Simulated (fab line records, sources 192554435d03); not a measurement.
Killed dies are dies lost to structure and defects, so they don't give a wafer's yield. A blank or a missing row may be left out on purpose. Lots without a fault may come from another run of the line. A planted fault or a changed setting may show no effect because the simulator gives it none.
Which tool did it? | flow n5_finfet | 23 lots, 69 wafers sampled, at 1 step of a route of 1938

WHAT THE GAUGES READ, wafer by wafer
N5_BEOL_M15_CD_MEAS_28: target cd 407.6 nm.
lot  | measured     | on        | cd_nm (nm)
L074 | day 11 04:19 | cd_sem-03 | 402.6 404.2 402.7
L076 | day 11 19:40 | cd_sem-01 | 401.4 401.5 403.0
L077 | day 11 22:37 | cd_sem-02 | 408.0 407.7 406.5
L078 | day 12 07:26 | cd_sem-02 | 407.8 409.9 409.1
L079 | day 12 08:02 | cd_sem-01 | 410.0 407.5 409.4
L075 | day 12 13:28 | cd_sem-01 | 405.8 405.5 408.5
L080 | day 13 02:47 | cd_sem-03 | 410.2 408.3 409.5
L081 | day 13 08:59 | cd_sem-01 | 414.3 410.7 410.3
L082 | day 14 03:49 | cd_sem-02 | 409.6 408.1 409.0
L084 | day 14 08:43 | cd_sem-01 | 407.5 408.6 405.4
L083 | day 14 12:13 | cd_sem-02 | 409.5 411.2 411.5
L086 | day 14 14:29 | cd_sem-02 | 409.9 410.5 411.3
L085 | day 14 21:32 | cd_sem-03 | 410.4 411.9 408.5
L087 | day 15 06:05 | cd_sem-02 | 405.9 407.9 405.6
L088 | day 15 06:25 | cd_sem-03 | 407.3 405.0 407.8
L089 | day 15 12:26 | cd_sem-03 | 408.0 407.5 406.6
L090 | day 15 22:26 | cd_sem-02 | 408.2 408.4 407.0
L091 | day 16 01:04 | cd_sem-01 | 410.5 410.1 410.8
L092 | day 16 03:03 | cd_sem-03 | 408.9 407.9 406.2
L093 | day 16 08:13 | cd_sem-02 | 411.0 409.3 410.6
L094 | day 16 12:14 | cd_sem-03 | 406.6 409.0 409.3
L095 | day 17 05:08 | cd_sem-01 | 410.4 406.8 409.8
L097 | day 17 20:20 | cd_sem-02 | 405.9 405.5 409.9

WHICH TOOL RAN EACH LOT (tool, then ch and the chambers of the sampled wafers, then the start)
The record holds no process step before these readings.

WHAT THE TOOLS THEMSELVES READ (means of the sampled wafers that have a number; where no wafer has one, the mark that the record gives instead)
The record holds no such reading with a usual standard deviation.

THE ANSWER, worked out from the rows above alone
Rule: what is usual is taken from the lots themselves. Put in order of their means at a reading, lots are off if they are a third of the lots or fewer, leave a main group of 4 or more, and stand apart from it by a gap of 3 or more times the standard deviation of the main group's means; of several such gaps the widest counts. A main group whose means are all the same, to the digits that the tables above print for the reading, isn't used. A lot without any number at a reading at which 4 lots or more have one is off too. The other lots that the step has rows for count as sound. The gauges are gone through in route order, then the tools' own readings, and for those a lot's mean is taken as printed above. The first step at which some lot is off is used, and at that step the reading that is off furthest; a lot without a number counts as furthest.
No lot is off at any reading shown: from this, nothing can be told.

WHAT THE SIMULATOR HAD PUT IN
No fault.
